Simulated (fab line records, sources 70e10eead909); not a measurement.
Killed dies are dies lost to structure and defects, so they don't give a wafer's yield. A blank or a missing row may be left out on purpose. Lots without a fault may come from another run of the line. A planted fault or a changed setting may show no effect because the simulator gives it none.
Which tool did it? | flow nand_harc | 14 lots, 42 wafers sampled, at 5 steps of a route of 1302

WHAT THE GAUGES READ, wafer by wafer
NHARC_THIN_TSV_CD_MEAS_33: target cd 5000 nm. Usual: cd_nm 4999.9 nm, standard deviation 1.5.
lot  | measured     | on        | cd_nm (nm)           | flag
L791 | day 24 06:03 | cd_sem-02 | 5000.2 4998.6 4998.7 |
L794 | day 24 23:52 | cd_sem-01 | 4999.0 4997.6 4998.9 |
L795 | day 26 00:44 | cd_sem-03 | 4999.7 5001.8 4999.1 |
L799 | day 28 17:16 | cd_sem-02 | 5001.1 5000.4 5000.0 |
L801 | day 28 16:11 | cd_sem-02 | 4999.5 5001.4 4999.3 |
L803 | day 29 09:23 | cd_sem-02 | 5000.5 4999.4 5002.2 |
L805 | day 29 08:11 | cd_sem-01 | 4998.2 4996.6 4999.2 |
L804 | day 31 13:50 | cd_sem-03 | 4998.9 4996.8 5000.8 |
L807 | day 31 05:22 | cd_sem-01 | 4998.5 5000.5 5000.8 |
L808 | day 31 10:05 | cd_sem-03 | 4999.9 5002.6 4999.8 |
L809 | day 32 08:41 | cd_sem-02 | 4999.3 4997.9 4999.5 |
L813 | day 32 18:07 | cd_sem-03 | 4998.4 4999.3 4997.8 |
L812 | day 32 22:35 | cd_sem-02 | 4999.9 5001.0 5003.0 |
L814 | day 33 13:41 | cd_sem-03 | 4998.7 4996.4 4998.4 |

NHARC_END_SORT_01. Usual: killed_at_array 50, standard deviation 17; killed_at_other 0.7, standard deviation 1; killed_at_periphery 3.4, standard deviation 2.4; killed_dies 54, standard deviation 17; killed_open 3.3, standard deviation 1.7; killed_short 2.5, standard deviation 1.6.
lot  | measured     | on        | killed_at_array | killed_at_other | killed_at_periphery | killed_dies | killed_open | killed_short | flag
L794 | day 25 10:07 | prober-01 | 19 22 17        | 1 0 1           | 175 202 198         | 195 224 216 | 1 2 3       | 4 1 3        | OFF
L795 | day 26 13:04 | prober-01 | 74 64 54        | 2 3 4           | 224 197 222         | 300 264 280 | 2 1 5       | 7 2 2        | OFF
L799 | day 29 09:04 | prober-02 | 47 39 46        | 3 2 3           | 137 139 140         | 187 180 189 | 3 2 3       | 1 1 2        | OFF

WHICH TOOL RAN EACH LOT (tool, then ch and the chambers of the sampled wafers, then the start)
lot  | NHARC_P_GATE_EXPOSE_43            | NHARC_THIN_TSV_DEP_43           | NHARC_THIN_TSV_DEGAS_53
L791 | krf_scanner-01 ch 0, day 5 09:44  | pecvd-02 ch 0,1,2, day 23 23:28 | pvd_sputter-01, day 24 05:02
L794 | krf_scanner-01 ch 0, day 6 15:07  | pecvd-04 ch 0,2, day 24 17:05   | pvd_sputter-03, day 24 22:43
L795 | krf_scanner-01 ch 0, day 7 07:53  | pecvd-04 ch 0,1, day 25 18:00   | pvd_sputter-01, day 25 23:43
L799 | krf_scanner-01 ch 0, day 9 04:22  | pecvd-03 ch 0,1,2, day 28 10:32 | pvd_sputter-03, day 28 16:08
L801 | krf_scanner-04 ch 0, day 10 01:19 | pecvd-04 ch 1,2, day 28 09:17   | pvd_sputter-02, day 28 15:10
L803 | krf_scanner-03 ch 0, day 11 13:17 | pecvd-04 ch 0,1, day 29 02:43   | pvd_sputter-02, day 29 08:14
L805 | krf_scanner-04 ch 0, day 11 14:42 | pecvd-04 ch 0,2, day 29 01:31   | pvd_sputter-01, day 29 07:04
L804 | krf_scanner-03 ch 0, day 11 19:46 | pecvd-04 ch 0,1,2, day 31 07:05 | pvd_sputter-01, day 31 12:41
L807 | krf_scanner-04 ch 0, day 12 15:26 | pecvd-04 ch 0,1, day 30 22:55   | pvd_sputter-01, day 31 04:23
L808 | krf_scanner-04 ch 0, day 12 17:17 | pecvd-04 ch 1,2, day 31 03:20   | pvd_sputter-01, day 31 08:58
L809 | krf_scanner-03 ch 0, day 13 06:34 | pecvd-04 ch 0,1, day 32 01:59   | pvd_sputter-01, day 32 07:34
L813 | krf_scanner-04 ch 0, day 14 13:28 | pecvd-03 ch 0,1, day 32 11:24   | pvd_sputter-03, day 32 17:04
L812 | krf_scanner-03 ch 0, day 14 14:13 | pecvd-04 ch 1,2, day 32 15:39   | pvd_sputter-03, day 32 21:33
L814 | krf_scanner-03 ch 0, day 14 23:43 | pecvd-03 ch 1,2, day 33 07:06   | pvd_sputter-01, day 33 12:41
- NHARC_P_GATE_EXPOSE_43: exposes mask P NSD, target cd 720 nm.
- NHARC_THIN_TSV_DEP_43: deposits SiO2, target thk 1328.5 nm.
- NHARC_THIN_TSV_DEGAS_53: time 60 s.

WHAT THE TOOLS THEMSELVES READ (means of the sampled wafers that have a number; where no wafer has one, the mark that the record gives instead)
NHARC_THIN_TSV_DEP_43. Usual: throttle_valve_pct 16.1 %, standard deviation 0.65.
lot  | tool     | throttle_valve_pct (%) | flag
L791 | pecvd-02 | 16.5                   |
L794 | pecvd-04 | 16.2                   |
L795 | pecvd-04 | 16.5                   |
L799 | pecvd-03 | 15.5                   |
L801 | pecvd-04 | 15.8                   |
L803 | pecvd-04 | 16.2                   |
L805 | pecvd-04 | 16.6                   |
L804 | pecvd-04 | 16.2                   |
L807 | pecvd-04 | 16.6                   |
L808 | pecvd-04 | 15.9                   |
L809 | pecvd-04 | 16.8                   |
L813 | pecvd-03 | 16.3                   |
L812 | pecvd-04 | 15.8                   |
L814 | pecvd-03 | 15.7                   |

NHARC_THIN_TSV_DEGAS_53. Usual: heater_power_w 489 W, standard deviation 50.
lot  | tool           | heater_power_w (W) | flag
L791 | pvd_sputter-01 | 524                |
L794 | pvd_sputter-03 | 461                |
L795 | pvd_sputter-01 | 532                |
L799 | pvd_sputter-03 | 436                |
L801 | pvd_sputter-02 | 449                |
L803 | pvd_sputter-02 | 453                |
L805 | pvd_sputter-01 | 532                |
L804 | pvd_sputter-01 | 513                |
L807 | pvd_sputter-01 | 529                |
L808 | pvd_sputter-01 | 502                |
L809 | pvd_sputter-01 | 513                |
L813 | pvd_sputter-03 | 472                |
L812 | pvd_sputter-03 | 471                |
L814 | pvd_sputter-01 | 487                |

THE ANSWER, worked out from the rows above alone
Rule: a lot is off if the mean of its wafers that have a number lies more than 3 standard deviations from the usual mean. A lot without any number at a reading at which 4 lots or more have one is off too. The other lots that the step has rows for count as sound. The gauges are gone through in route order, then the tools' own readings, and for those a lot's mean is taken as printed above. The first step at which some lot is off is used, and at that step the reading that is off furthest; a lot without a number counts as furthest.
Off: L794, L795, L799, at NHARC_END_SORT_01 (killed_at_periphery). Neither off nor sound, because the step has no rows for them: L791, L801, L803, L805, L804, L807, L808, L809, L813, L812, L814.
A tool fits if, at a process step before that reading, it ran every lot that is off, and no sound lot after the first of them. The gauges at NHARC_END_SORT_01 are tried like those tools. One fits: krf_scanner-01 at NHARC_P_GATE_EXPOSE_43. It ran no sound lot before its first lot that is off in this sample, so the start can't be narrowed down.

WHAT THE SIMULATOR HAD PUT IN
Scanner matching overlay: krf_scanner-01, from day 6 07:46 on, at NHARC_P_GATE_EXPOSE_43. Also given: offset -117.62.
Lots struck among those shown: L794, L795, L799. The rule above found the same.
